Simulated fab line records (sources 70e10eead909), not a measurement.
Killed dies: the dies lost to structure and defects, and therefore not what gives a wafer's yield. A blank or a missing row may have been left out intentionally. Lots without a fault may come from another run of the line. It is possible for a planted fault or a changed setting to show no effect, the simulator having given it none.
Matching of chambers -- flow nand harc -- NHARC_A_STAIRCASE_CMP_450 on cmp-01: 4 sister chambers
The step polishes SiO2, target thk 200 nm. 4 wafers are shown with their chamber, then 12 later ones without.

== EACH WAFER AND ITS CHAMBER ==
wafer,chamber,motor current A (A)
L083.5,3,12.4
L085.1,0,10.4
L085.5,2,11.3
L085.6,1,11.9

== WAFERS WITH NO CHAMBER GIVEN ==
wafer,motor current A (A)
L092.1,11.0
L092.3,11.0
L092.5,11.9
L097.1,12.1
L097.2,11.1
L097.6,12.7
L096.2,11.9
L096.3,11.6
L096.5,12.1
L096.1,10.8
L096.4,13.1
L096.6,11.9

== CHAMBER TAKEN BY EACH ==
wafer,from the rows above,in truth
L092.1,can't be placed: 2 or 0 or 1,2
L092.3,can't be placed: 2 or 0 or 1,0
L092.5,can't be placed: 1 or 3 or 2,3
L097.1,can't be placed: 1 or 3 or 2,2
L097.2,can't be placed: 2 or 0 or 1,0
L097.6,can't be placed: 3 or 1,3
L096.2,can't be placed: 1 or 3 or 2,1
L096.3,can't be placed: 2 or 1 or 3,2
L096.5,can't be placed: 1 or 3 or 2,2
L096.1,can't be placed: 0 or 2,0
L096.4,can't be placed: 3 or 1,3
L096.6,can't be placed: 1 or 3 or 2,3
Placed correctly: 0 of 12. Can't be placed from these rows: 12 (the true chamber is among the candidates in 12). Wrongly placed: 0.
How it was worked out, from the rows above alone: a wafer's distance from a chamber is the root of the sum, over the readings, of the square of ((its reading less the chamber's mean) divided by the reading's scatter). The wafer belongs to the nearest chamber; if the next one is less than 2 further off, it can't be placed. Each chamber's mean is taken over the wafers shown for it. The scatter: root of mean squared gap, hidden wafer to nearest shown wafer, with one shown wafer a chamber.
